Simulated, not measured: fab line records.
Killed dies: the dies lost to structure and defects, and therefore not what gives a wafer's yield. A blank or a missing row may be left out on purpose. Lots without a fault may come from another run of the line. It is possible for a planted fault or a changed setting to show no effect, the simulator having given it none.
Split-lot experiment || flow n5Finfet || on a route of 1938 steps: 7 lots, 21 wafers read

THE SPLIT ITSELF
At N5_BEOL_M3_COAT_67 (time 60 s, resist thk 60 nm), the setting spinRpm was moved away from the recipe's 1500 rpm on 3 of the 21 wafers read, by -3.3% to +3.5%. This setting was run at the recipe's value on the other wafers.

FROM THE SPLIT TO THE READING: what the file shows between them, 11 steps
- N5_BEOL_M3_COAT_22: resist thk 30 nm (also split here: spinRpm)
- N5_BEOL_M3_EBR_24
- N5_BEOL_M3_SOFTBAKE_23: time 60 s
- N5_BEOL_M3_EXPOSE_25: exposes mask V2, defocus 5 nm
- N5_BEOL_M3_PEB_26: peb time 60 s
- N5_BEOL_M3_DEVELOP_27: develop time 30 s
- N5_BEOL_M3_ALD_98: deposits SiO2, target thk 2.5 nm, pulse time 1 s, co reactant pulse time 1 s
- N5_BEOL_M3_ETCHBACK_99: etches SiO2 in CHF3, target depth 5 nm, time 10.4 s
- N5_BEOL_M3_ETCH_70: etches SOC in N2/H2, target depth 80 nm, overetch 16 nm, time 120 s
- N5_BEOL_M3_STRIP_71: strips in N2/H2
- N5_BEOL_M3_STRIP_78: strips in N2/H2

THE READING
SOC_of_BEOL_M3_COAT_67.thkNm (the simulator's own value, which no gauge read), in nm, at N5_BEOL_M3_VIA_ETCH_34 (etches the open film in C4F6/O2, target depth 69.4 nm, time 65.9 s). The file does not state a usual value for it. Here, 18 wafers ran the recipe; their average is 52.2 nm with a standard deviation of 0.28 nm.

{"wafer": "L079.1", "tool, chamber at the split": "lithoTrack-05, 0", "spinRpm as run, rpm": 1500, "against the recipe": "recipe", "SOC_of_BEOL_M3_COAT_67.thkNm, nm": 52.2, "against lot-mates on the recipe": "-"}
{"wafer": "L079.5", "tool, chamber at the split": "lithoTrack-05, 0", "spinRpm as run, rpm": 1500, "against the recipe": "recipe", "SOC_of_BEOL_M3_COAT_67.thkNm, nm": 52.2, "against lot-mates on the recipe": "-"}
{"wafer": "L079.2", "tool, chamber at the split": "lithoTrack-05, 0", "spinRpm as run, rpm": 1500, "against the recipe": "recipe", "SOC_of_BEOL_M3_COAT_67.thkNm, nm": 52.4, "against lot-mates on the recipe": "-"}
{"wafer": "L080.1", "tool, chamber at the split": "lithoTrack-03, 0", "spinRpm as run, rpm": 1500, "against the recipe": "recipe", "SOC_of_BEOL_M3_COAT_67.thkNm, nm": 52.4, "against lot-mates on the recipe": "-"}
{"wafer": "L080.5", "tool, chamber at the split": "lithoTrack-03, 0", "spinRpm as run, rpm": 1500, "against the recipe": "recipe", "SOC_of_BEOL_M3_COAT_67.thkNm, nm": 52.4, "against lot-mates on the recipe": "-"}
{"wafer": "L080.3", "tool, chamber at the split": "lithoTrack-03, 0", "spinRpm as run, rpm": 1451, "against the recipe": "-3.3%", "SOC_of_BEOL_M3_COAT_67.thkNm, nm": 53.2, "against lot-mates on the recipe": "+0.8"}
{"wafer": "L084.2", "tool, chamber at the split": "lithoTrack-05, 0", "spinRpm as run, rpm": 1500, "against the recipe": "recipe", "SOC_of_BEOL_M3_COAT_67.thkNm, nm": 52, "against lot-mates on the recipe": "-"}
{"wafer": "L084.3", "tool, chamber at the split": "lithoTrack-05, 0", "spinRpm as run, rpm": 1500, "against the recipe": "recipe", "SOC_of_BEOL_M3_COAT_67.thkNm, nm": 51.6, "against lot-mates on the recipe": "-"}
{"wafer": "L084.4", "tool, chamber at the split": "lithoTrack-05, 0", "spinRpm as run, rpm": 1500, "against the recipe": "recipe", "SOC_of_BEOL_M3_COAT_67.thkNm, nm": 51.6, "against lot-mates on the recipe": "-"}
{"wafer": "L088.1", "tool, chamber at the split": "lithoTrack-03, 0", "spinRpm as run, rpm": 1500, "against the recipe": "recipe", "SOC_of_BEOL_M3_COAT_67.thkNm, nm": 52.2, "against lot-mates on the recipe": "-"}
{"wafer": "L088.4", "tool, chamber at the split": "lithoTrack-03, 0", "spinRpm as run, rpm": 1500, "against the recipe": "recipe", "SOC_of_BEOL_M3_COAT_67.thkNm, nm": 52.2, "against lot-mates on the recipe": "-"}
{"wafer": "L088.3", "tool, chamber at the split": "lithoTrack-03, 0", "spinRpm as run, rpm": 1500, "against the recipe": "recipe", "SOC_of_BEOL_M3_COAT_67.thkNm, nm": 52, "against lot-mates on the recipe": "-"}
{"wafer": "L089.2", "tool, chamber at the split": "lithoTrack-04, 0", "spinRpm as run, rpm": 1500, "against the recipe": "recipe", "SOC_of_BEOL_M3_COAT_67.thkNm, nm": 52.2, "against lot-mates on the recipe": "-"}
{"wafer": "L089.6", "tool, chamber at the split": "lithoTrack-04, 0", "spinRpm as run, rpm": 1500, "against the recipe": "recipe", "SOC_of_BEOL_M3_COAT_67.thkNm, nm": 52.2, "against lot-mates on the recipe": "-"}
{"wafer": "L089.3", "tool, chamber at the split": "lithoTrack-04, 0", "spinRpm as run, rpm": 1500, "against the recipe": "recipe", "SOC_of_BEOL_M3_COAT_67.thkNm, nm": 52, "against lot-mates on the recipe": "-"}
{"wafer": "L091.3", "tool, chamber at the split": "lithoTrack-04, 0", "spinRpm as run, rpm": 1500, "against the recipe": "recipe", "SOC_of_BEOL_M3_COAT_67.thkNm, nm": 52.2, "against lot-mates on the recipe": "-"}
{"wafer": "L091.4", "tool, chamber at the split": "lithoTrack-04, 0", "spinRpm as run, rpm": 1552, "against the recipe": "+3.5%", "SOC_of_BEOL_M3_COAT_67.thkNm, nm": 51.4, "against lot-mates on the recipe": -0.8}
{"wafer": "L091.6", "tool, chamber at the split": "lithoTrack-04, 0", "spinRpm as run, rpm": 1552, "against the recipe": "+3.5%", "SOC_of_BEOL_M3_COAT_67.thkNm, nm": 51.2, "against lot-mates on the recipe": -1.0}
{"wafer": "L096.1", "tool, chamber at the split": "lithoTrack-04, 0", "spinRpm as run, rpm": 1500, "against the recipe": "recipe", "SOC_of_BEOL_M3_COAT_67.thkNm, nm": 52.4, "against lot-mates on the recipe": "-"}
{"wafer": "L096.4", "tool, chamber at the split": "lithoTrack-04, 0", "spinRpm as run, rpm": 1500, "against the recipe": "recipe", "SOC_of_BEOL_M3_COAT_67.thkNm, nm": 52.4, "against lot-mates on the recipe": "-"}
{"wafer": "L096.3", "tool, chamber at the split": "lithoTrack-04, 0", "spinRpm as run, rpm": 1500, "against the recipe": "recipe", "SOC_of_BEOL_M3_COAT_67.thkNm, nm": 52.8, "against lot-mates on the recipe": "-"}

THE FIT
A straight line over all 21 wafers: SOC_of_BEOL_M3_COAT_67.thkNm changes by -0.274 nm for each +1% of spinRpm; r = -0.80; the points scatter about the line by 0.27 nm.
The same after taking each lot's own level away (the mean of its wafers on the recipe; 21 wafers): -0.255 nm for each +1%; r = -0.94; scatter 0.13 nm.
That fit puts the effect of the largest move of spinRpm on the reading at 0.88 nm.
Measured against the standard deviation above, the lots' own levels, which go from 51.73 to 52.53 nm, span 2.9 times it.
The two slopes are in agreement: the lot-to-lot level therefore moves the slope only a little.
Check: for one of the wafers moved furthest among these (+3.5%), held out of the fit, the line's prediction against its lot-mates is -0.936 nm. It came out at -0.8 nm against them.

FURTHER SPLITS ON THESE WAFERS
Note: prior to the reading, these wafers also went through further splits. Each is held against what the fit with the lots' levels taken away leaves over:
{"other split on the same wafers": "N5_BEOL_M2_EXPOSE_08 doseMj", "wafers away from the commonest value": 6, "r with SOC_of_BEOL_M3_COAT_67.thkNm (lot level and that fit taken away)": -0.34}
{"other split on the same wafers": "N5_BEOL_M3_COAT_22 spinRpm", "wafers away from the commonest value": 3, "r with SOC_of_BEOL_M3_COAT_67.thkNm (lot level and that fit taken away)": -0.21}

THE WHOLE CHAIN: every reading that the file lists as answering this split, in the file's order
{"step": "N5_BEOL_M3_COAT_67", "what it does": "time 60 s, resist thk 60 nm", "reading": "SOC_of_BEOL_M3_COAT_67.thkNm (the simulator's own value, which no gauge read)", "change (the file's fit)": "-0.268 nm for each +1% of the setting", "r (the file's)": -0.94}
{"step": "N5_BEOL_M3_ETCH_70", "what it does": "etches SOC in N2/H2, target depth 80 nm, overetch 16 nm, time 120 s", "reading": "etch.depthNm (the simulator's own value, which no gauge read)", "change (the file's fit)": "-0.295 nm for each +1% of the setting", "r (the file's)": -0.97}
{"step": "N5_BEOL_M3_VIA_ETCH_34", "what it does": "etches the open film in C4F6/O2, target depth 69.4 nm, time 65.9 s", "reading": "SOC_of_BEOL_M3_COAT_67.thkNm (the simulator's own value, which no gauge read)", "change (the file's fit)": "-0.253 nm for each +1% of the setting", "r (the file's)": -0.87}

FILE'S OWN FIT
SOC_of_BEOL_M3_COAT_67.thkNm changes by -0.253 nm for each +1% of spinRpm, r = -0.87.
